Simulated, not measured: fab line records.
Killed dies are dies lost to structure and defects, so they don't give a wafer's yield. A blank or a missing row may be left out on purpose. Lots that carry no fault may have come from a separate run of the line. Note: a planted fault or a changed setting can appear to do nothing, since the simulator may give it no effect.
fab line records + flow nand-harc
[record]
- lots = 6
- wafers = 17
- last-day = 24
route steps=1159 shown A_SOURCE_PLATE@420 A_ONON_D1@424 END@1159
lots untouched by any fault: they come from a run of this same line in which no faults occurred
start-h: hours from the record's opening day to when the first of the lot's shown wafers began + wait-h: hours elapsed since this lot's preceding step + " as in the row above + L1.1+2: a row that stands for several wafers + - no value, or no start was given + * or withheld: withheld + < > ~ a bound
route shown NAME@n: names a module that has steps shown in the file, with the first one's number in the route + usual: mean/standard deviation taken from wafers without a fault + same: alike in all rows + chamber/n: place in a boat + sites: readings site by site + _std_site: the values' standard deviation + _edge_site: inner sites' mean taken away from outer sites' mean + radius-mm: how far each site lies from the wafer's centre + mask NAME#n: copy n + behind: the most recent tool/chamber to have shaped the wafer + hold: why the lot went on hold/how many hours it stayed there/how the hold came to an end + device: which transistor (n, p or np) failed to switch + end of line: at the end of the route, the tests of the same wafers + for a step that has no rows: nothing shown but its recipe + killed: the dies lost at the first sort to structure and to defects; this is not the yield of the wafer + map: per-die view of a wafer (x killed, . not killed, _ where there is no die)
set.NAME: the setting as run; set.NAME@STEP: as run at that earlier step + model.NAME: the simulator's own value behind a step, which no gauge read
lots seen at some steps along the route; tables by step, rows by wafer
services: when a tool's chamber went out of use (start-h, in hours from the record's first day, below 0 if earlier), for how many hours, and the reason
[[steps]]
[step NHARC_A_SOURCE_PLATE_THK_MEAS_06]
[recipe]
- thk-meas-gauge = ellipsometry
[usual]
- thk-nm = 199.3/2.2
| lot.wafer | tool          | chamber | start-h | wait-h | thk-nm |
|-----------|---------------|---------|---------|--------|--------|
| L883.3    | film-metro-01 | -       | 196.37  | 0.4    | 201.4  |
| L883.4    | "             | -       | "       | "      | 201.7  |
| L883.6    | "             | -       | "       | "      | 199.4  |
| L884.3    | film-metro-01 | -       | 203.67  | 0.4    | 198.5  |
| L884.5    | "             | -       | "       | "      | 196.6  |
| L884.6    | "             | -       | "       | "      | 197.8  |
| L891.1    | film-metro-01 | -       | 260.07  | 0.4    | 198.9  |
| L891.2    | "             | -       | "       | "      | 200.7  |
| L891.3    | "             | -       | "       | "      | 200.9  |
| L892.3    | film-metro-01 | -       | 260.09  | 0.4    | 196.6  |
| L892.4    | "             | -       | "       | "      | 194.5  |
| L896.3    | film-metro-02 | -       | 269.54  | 0.4    | 200.7  |
| L896.5    | "             | -       | "       | "      | 200.1  |
| L896.6    | "             | -       | "       | "      | 197.8  |
| L899.1    | film-metro-02 | -       | 295.05  | 0.4    | 198.3  |
| L899.2    | "             | -       | "       | "      | 197.9  |
| L899.3    | "             | -       | "       | "      | 196.6  |
[step NHARC_A_SOURCE_PLATE_INSPECT_08]
[usual]
- raw-defect-count = 62/23
| lot.wafer | tool              | chamber | start-h | wait-h | raw-defect-count |
|-----------|-------------------|---------|---------|--------|------------------|
| L883.3    | defect-inspect-01 | -       | 196.43  | 0.0    | 61               |
| L883.4    | "                 | -       | "       | "      | 141              |
| L883.6    | "                 | -       | "       | "      | 47               |
| L884.3    | defect-inspect-01 | -       | 203.73  | 0.0    | 40               |
| L884.5    | "                 | -       | "       | "      | 38               |
| L884.6    | "                 | -       | "       | "      | 23               |
| L891.1    | defect-inspect-02 | -       | 260.13  | 0.0    | 28               |
| L891.2    | "                 | -       | "       | "      | 55               |
| L891.3    | "                 | -       | "       | "      | 67               |
| L892.3    | defect-inspect-02 | -       | 260.18  | 0.0    | 66               |
| L892.4    | "                 | -       | "       | "      | 71               |
| L896.3    | defect-inspect-01 | -       | 269.63  | 0.0    | 61               |
| L896.5    | "                 | -       | "       | "      | 51               |
| L896.6    | "                 | -       | "       | "      | 38               |
| L899.1    | defect-inspect-01 | -       | 295.14  | 0.0    | 86               |
| L899.2    | "                 | -       | "       | "      | 54               |
| L899.3    | "                 | -       | "       | "      | 68               |
[step NHARC_A_ONON_D1_DEP_00]
[recipe]
- target-thk-a = 10000
- n2-flow-sccm = 2750
- n2o-flow-sccm = 2000
- nh3-flow-sccm = 500
- sih4-flow-sccm = 210
- temp-c = 400
[step NHARC_A_ONON_D1_THK_MEAS_02]
[recipe]
- thk-meas-gauge = ellipsometry
[usual]
- thk-nm = 998/9.7
| lot.wafer | tool          | chamber | start-h | wait-h | thk-nm |
|-----------|---------------|---------|---------|--------|--------|
| L883.3    | film-metro-01 | -       | 197.01  | -      | 989    |
| L883.4    | "             | -       | "       | "      | 985    |
| L883.6    | "             | -       | "       | "      | 989    |
| L884.3    | film-metro-02 | -       | 204.31  | -      | 1011   |
| L884.5    | "             | -       | "       | "      | 1012   |
| L884.6    | "             | -       | "       | "      | 1011   |
| L891.1    | film-metro-02 | -       | 260.71  | -      | 1010   |
| L891.2    | "             | -       | "       | "      | 1010   |
| L891.3    | "             | -       | "       | "      | 1009   |
| L892.3    | film-metro-01 | -       | 260.75  | -      | 1016   |
| L892.4    | "             | -       | "       | "      | 1016   |
| L896.3    | film-metro-01 | -       | 270.21  | -      | 995    |
| L896.5    | "             | -       | "       | "      | 994    |
| L896.6    | "             | -       | "       | "      | 995    |
| L899.1    | film-metro-01 | -       | 296.03  | -      | 988    |
| L899.2    | "             | -       | "       | "      | 989    |
| L899.3    | "             | -       | "       | "      | 989    |
[step NHARC_A_ONON_D1_DEP_03]
[recipe]
- target-thk-a = 10000
- n2-flow-sccm = 2750
- n2o-flow-sccm = 2000
- nh3-flow-sccm = 500
- sih4-flow-sccm = 210
- temp-c = 400
[step NHARC_A_ONON_D1_THK_MEAS_05]
[recipe]
- thk-meas-gauge = ellipsometry
[usual]
- thk-nm = 1001/15
| lot.wafer | tool          | chamber | start-h | wait-h | thk-nm |
|-----------|---------------|---------|---------|--------|--------|
| L883.3    | film-metro-02 | -       | 197.57  | -      | 1008   |
| L883.4    | "             | -       | "       | "      | 1007   |
| L883.6    | "             | -       | "       | "      | 1008   |
| L884.3    | film-metro-02 | -       | 204.87  | -      | 986    |
| L884.5    | "             | -       | "       | "      | 985    |
| L884.6    | "             | -       | "       | "      | 987    |
| L891.1    | film-metro-02 | -       | 261.28  | -      | 1007   |
| L891.2    | "             | -       | "       | "      | 1006   |
| L891.3    | "             | -       | "       | "      | 1007   |
| L892.3    | film-metro-01 | -       | 261.31  | -      | 1004   |
| L892.4    | "             | -       | "       | "      | 1005   |
| L896.3    | film-metro-02 | -       | 270.78  | -      | 1018   |
| L896.5    | "             | -       | "       | "      | 1021   |
| L896.6    | "             | -       | "       | "      | 1021   |
| L899.1    | film-metro-01 | -       | 296.60  | -      | 1008   |
| L899.2    | "             | -       | "       | "      | 1011   |
| L899.3    | "             | -       | "       | "      | 1010   |
[step NHARC_A_ONON_D1_DEP_06]
[recipe]
- target-thk-a = 10000
- n2-flow-sccm = 2750
- n2o-flow-sccm = 2000
- nh3-flow-sccm = 500
- sih4-flow-sccm = 210
- temp-c = 400
[step NHARC_A_ONON_D1_THK_MEAS_08]
[recipe]
- thk-meas-gauge = ellipsometry
[usual]
- thk-nm = 999/13
| lot.wafer | tool          | chamber | start-h | wait-h | thk-nm |
|-----------|---------------|---------|---------|--------|--------|
| L883.3    | film-metro-02 | -       | 198.14  | -      | 1009   |
| L883.4    | "             | -       | "       | "      | 1010   |
| L883.6    | "             | -       | "       | "      | 1008   |
| L884.3    | film-metro-02 | -       | 205.44  | -      | 1018   |
| L884.5    | "             | -       | "       | "      | 1019   |
| L884.6    | "             | -       | "       | "      | 1019   |
| L891.1    | film-metro-02 | -       | 261.84  | -      | 983    |
| L891.2    | "             | -       | "       | "      | 982    |
| L891.3    | "             | -       | "       | "      | 983    |
| L892.3    | film-metro-01 | -       | 261.88  | -      | 1015   |
| L892.4    | "             | -       | "       | "      | 1016   |
| L896.3    | film-metro-02 | -       | 271.37  | -      | 983    |
| L896.5    | "             | -       | "       | "      | 985    |
| L896.6    | "             | -       | "       | "      | 983    |
| L899.1    | film-metro-01 | -       | 297.17  | -      | 988    |
| L899.2    | "             | -       | "       | "      | 988    |
| L899.3    | "             | -       | "       | "      | 987    |
[step NHARC_A_ONON_D1_DEP_09]
[recipe]
- target-thk-a = 10000
- n2-flow-sccm = 2750
- n2o-flow-sccm = 2000
- nh3-flow-sccm = 500
- sih4-flow-sccm = 210
- temp-c = 400
[step NHARC_A_ONON_D1_THK_MEAS_11]
[recipe]
- thk-meas-gauge = ellipsometry
[usual]
- thk-nm = 1000/6.2
| lot.wafer | tool          | chamber | start-h | wait-h | thk-nm |
|-----------|---------------|---------|---------|--------|--------|
| L883.3    | film-metro-02 | -       | 198.70  | -      | 1002   |
| L883.4    | "             | -       | "       | "      | 1003   |
| L883.6    | "             | -       | "       | "      | 1000   |
| L884.3    | film-metro-02 | -       | 206.03  | -      | 999    |
| L884.5    | "             | -       | "       | "      | 999    |
| L884.6    | "             | -       | "       | "      | 998    |
| L891.1    | film-metro-01 | -       | 262.41  | -      | 998    |
| L891.2    | "             | -       | "       | "      | 1000   |
| L891.3    | "             | -       | "       | "      | 998    |
| L892.3    | film-metro-02 | -       | 262.77  | -      | 1004   |
| L892.4    | "             | -       | "       | "      | 1005   |
| L896.3    | film-metro-02 | -       | 271.95  | -      | 987    |
| L896.5    | "             | -       | "       | "      | 988    |
| L896.6    | "             | -       | "       | "      | 988    |
| L899.1    | film-metro-01 | -       | 297.74  | -      | 1002   |
| L899.2    | "             | -       | "       | "      | 1000   |
| L899.3    | "             | -       | "       | "      | 1001   |
[step NHARC_A_ONON_D1_DEP_12]
[recipe]
- target-thk-a = 10000
- n2-flow-sccm = 2750
- n2o-flow-sccm = 2000
- nh3-flow-sccm = 500
- sih4-flow-sccm = 210
- temp-c = 400
| lot.wafer  | tool          | chamber | start-h | wait-h |
|------------|---------------|---------|---------|--------|
| L883.3+4+6 | pecvd-onon-02 | 0       | 198.87  | 0.2    |
| L884.3+5+6 | pecvd-onon-02 | 0       | 206.20  | 0.2    |
| L891.1+2+3 | pecvd-onon-02 | 0       | 262.47  | 0.1    |
| L892.3+4   | pecvd-onon-02 | 0       | 262.94  | 0.2    |
| L896.3+5+6 | pecvd-onon-04 | 0       | 272.44  | 0.5    |
| L899.1+2+3 | pecvd-onon-04 | 0       | 297.80  | 0.1    |
[step NHARC_A_ONON_D1_THK_MEAS_14]
[recipe]
- thk-meas-gauge = ellipsometry
[usual]
- thk-nm = 1000/9.1
| lot.wafer | tool          | chamber | start-h | wait-h | thk-nm |
|-----------|---------------|---------|---------|--------|--------|
| L883.3    | film-metro-02 | -       | 199.29  | -      | 1002   |
| L883.4    | "             | -       | "       | "      | 1003   |
| L883.6    | "             | -       | "       | "      | 1003   |
| L884.3    | film-metro-01 | -       | 206.60  | -      | 997    |
| L884.5    | "             | -       | "       | "      | 1001   |
| L884.6    | "             | -       | "       | "      | 999    |
| L891.1    | film-metro-01 | -       | 262.98  | -      | 528    |
| L891.2    | "             | -       | "       | "      | 1011   |
| L891.3    | "             | -       | "       | "      | 529    |
| L892.3    | film-metro-01 | -       | 263.36  | -      | 526    |
| L892.4    | "             | -       | "       | "      | 1007   |
| L896.3    | film-metro-02 | -       | 272.83  | -      | 1004   |
| L896.5    | "             | -       | "       | "      | 1006   |
| L896.6    | "             | -       | "       | "      | 1005   |
| L899.1    | film-metro-02 | -       | 298.31  | -      | 999    |
| L899.2    | "             | -       | "       | "      | 1001   |
| L899.3    | "             | -       | "       | "      | 1000   |
[step NHARC_A_ONON_D1_ANNEAL_15]
[recipe]
- temp-c = 750
- time-s = 3600
[step NHARC_END_SORT_01]
[recipe]
- temp-c = 25
[usual]
- killed-at-array = 25/9.5
- killed-at-other = 0.8/1.2
- killed-at-periphery = 3.4/2.2
- killed-dies = 29/10
- killed-open = 3.3/1.8
- killed-short = 2.1/1.4
[same]
- gross-dies = 677
| lot.wafer | tool      | chamber | start-h | wait-h | killed-at-array | killed-at-other | killed-at-periphery | killed-dies | killed-open | killed-short |
|-----------|-----------|---------|---------|--------|-----------------|-----------------|---------------------|-------------|-------------|--------------|
| L884.3    | prober-02 | 0       | 496.98  | 3.1    | 16              | 1               | 4                   | 21          | 3           | 1            |
| L884.5    | prober-02 | 0       | 498.58  | 3.7    | 16              | 0               | 2                   | 18          | 5           | 0            |
| L884.6    | prober-02 | 0       | 499.38  | 4.0    | 20              | 0               | 0                   | 20          | 2           | 2            |
| L891.1    | prober-01 | 0       | 553.50  | 2.5    | 674             | 0               | 3                   | 677         | 2           | 2            |
| L891.2    | prober-01 | 0       | 554.29  | 2.8    | 22              | 0               | 2                   | 24          | 4           | 2            |
| L891.3    | prober-01 | 0       | 555.08  | 3.1    | 673             | 2               | 2                   | 677         | 3           | 6            |
// killed by level:class
L884.3 A_CHANNEL_HOLE_D1:chamber-film-flake=5 A_CONTACT:chamber-film-flake=4 A_WL_FILL:chamber-film-flake=3 P_STI:chamber-film-flake=2 P_CONTACT:geometric-particle:open=1 P_M2:geometric-particle:short=1 A_CONTACT:geometric-particle:open=1 STARTING-WAFER:geometric-particle:open=1
L884.5 A_WL_FILL:chamber-film-flake=8 A_CONTACT:geometric-particle:open=2 A_CONTACT:chamber-film-flake=2 P_CONTACT:geometric-particle:open=1 A_ONON_D1:geometric-particle:open=1 A_WL_FILL:geometric-particle:open=1 P_STI:chamber-film-flake=1 A_CHANNEL_HOLE_D1:chamber-film-flake=1
L884.6 A_CONTACT:chamber-film-flake=7 A_WL_FILL:chamber-film-flake=6 A_ONON_D1:geometric-particle:open=2 A_CHANNEL_HOLE_D1:chamber-film-flake=2 A_CHANNEL_HOLE_D1:geometric-particle:short=1 A_M0:geometric-particle:short=1 A_STAIRCASE:chamber-film-flake=1
L891.1 A_ONON_D1:area-dep=666 A_STAIRCASE:chamber-film-flake=2 A_CONTACT:chamber-film-flake=2 P_CONTACT:geometric-particle:short=1 P_M0:geometric-particle:open=1 A_CONTACT:geometric-particle:open=1 A_M1:geometric-particle:short=1 P_GATE:chamber-film-flake=1
L891.2 A_CHANNEL_HOLE_D1:chamber-film-flake=6 A_CONTACT:chamber-film-flake=4 A_STAIRCASE:chamber-film-flake=3 A_ZERO_WELL:chamber-film-flake=2 P_CONTACT:geometric-particle:short=1 P_CONTACT:geometric-particle:open=1 A_CHANNEL_FILL_D1:geometric-particle:short=1 A_CHANNEL_FILL_D1:geometric-particle:open=1
L891.3 A_ONON_D1:area-dep=653 A_CHANNEL_HOLE_D1:chamber-film-flake=4 A_STAIRCASE:chamber-film-flake=4 A_CHANNEL_FILL_D1:geometric-particle:short=3 A_WL_FILL:chamber-film-flake=2 THIN_TSV:chamber-film-flake=2 P_CONTACT:geometric-particle:short=1 A_ONON_D1:geometric-particle:open=1
// map L891.1 (x killed, . not)
____________x____________
_________xxxxxxx_________
_______xxxxxxxxxxx_______
______xxxxxxxxxxxxx______
_____xxxxxxxxxxxxxxx_____
____xxxxxxxxxxxxxxxxx____
____xxxxxxxxxxxxxxxxx____
___xxxxxxxxxxxxxxxxxxx___
___xxxxxxxxxxxxxxxxxxx___
__xxxxxxxxxxxxxxxxxxxxx__
__xxxxxxxxxxxxxxxxxxxxx__
_xxxxxxxxxxxxxxxxxxxxxxx_
_xxxxxxxxxxxxxxxxxxxxxxx_
_xxxxxxxxxxxxxxxxxxxxxxx_
_xxxxxxxxxxxxxxxxxxxxxxx_
_xxxxxxxxxxxxxxxxxxxxxxx_
xxxxxxxxxxxxxxxxxxxxxxxxx
xxxxxxxxxxxxxxxxxxxxxxxxx
xxxxxxxxxxxxxxxxxxxxxxxxx
xxxxxxxxxxxxxxxxxxxxxxxxx
xxxxxxxxxxxxxxxxxxxxxxxxx
_xxxxxxxxxxxxxxxxxxxxxxx_
_xxxxxxxxxxxxxxxxxxxxxxx_
_xxxxxxxxxxxxxxxxxxxxxxx_
_xxxxxxxxxxxxxxxxxxxxxxx_
_xxxxxxxxxxxxxxxxxxxxxxx_
__xxxxxxxxxxxxxxxxxxxxx__
__xxxxxxxxxxxxxxxxxxxxx__
___xxxxxxxxxxxxxxxxxxx___
___xxxxxxxxxxxxxxxxxxx___
____xxxxxxxxxxxxxxxxx____
____xxxxxxxxxxxxxxxxx____
_____xxxxxxxxxxxxxxx_____
______xxxxxxxxxxxxx______
_______xxxxxxxxxxx_______
_________xxxxxxx_________
____________x____________
// map L883.3 (x killed, . not)
____________.____________
_________......._________
_______..........._______
______.............______
_____x.............._____
____..x..............____
____x.x..........x...____
___.x.................___
___............x......___
__..x..xx..............__
__....x................__
_......x................_
_......x................_
_......................._
_......................._
_......................._
...............x.........
x........x..............x
.........x.....x.........
...........x............x
......x..................
_.x......x.............._
_.......x.x.x..........x_
_...........x..........._
_.....x..xxx............_
_.....x...xx......x....._
__.....................__
__.....................__
___......x............___
___..................x___
____.................____
____.................____
_____..............._____
______.............______
_______...xx......_______
_________......._________
____________x____________
[[services]]
| tool          | chamber | start-h | hours | kind |
|---------------|---------|---------|-------|------|
| pecvd-onon-04 | -       | 237.00  | 13.0  | pm   |
| pecvd-onon-02 | -       | 292.00  | 13.0  | pm   |
[[key]]
[first-sign]
- step = NHARC_A_ONON_D1_THK_MEAS_14
- reading = thk-nm
- direction = down
- sigmas = 52
- usual = 1000
- struck = 528
[effect]
- step = NHARC_END_SORT_01
- reading = killed-at-array
- direction = up
- sigmas = 68
- usual = 25
- struck = 674
[more-kills-born-at]
- NHARC_A_ONON_D1_DEP_12@pecvd-onon-02 = 1319
met-at NHARC_A_ONON_D1_DEP_12
struck-wafers L891.1,L891.3,L892.3
later-rows-left-out L891.1,L891.3,L892.3
sort-left-out L892.3
tester-left-out L891,L892
onset-between 206.20 262.47
[fault]
- kind = process-parameter-drift
- tool = pecvd-onon-02
- chamber = -
- onset-h = 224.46
- steps = NHARC_A_ONON_D1_DEP_12
- channel = target-thk-a
- offset = *
- shape = step
- end-h = 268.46
- scope = struck-wafers-only
- acts-in = *
- stated = *
// tester-left-out: of these lots the tester's yield and bins aren't shown, on N5 and GAA mostly nor the transistor test; their killed dies are dies lost to structure and defects alone, not to doping, threshold or leakage, so they don't give the yield
// sort-left-out: the simulated sort isn't trusted on such a fault, so these wafers' sort isn't shown, and their yield isn't known
// later-rows-left-out: the simulator's readings of these wafers behind a module that went badly wrong aren't trusted and aren't shown, but for the sort
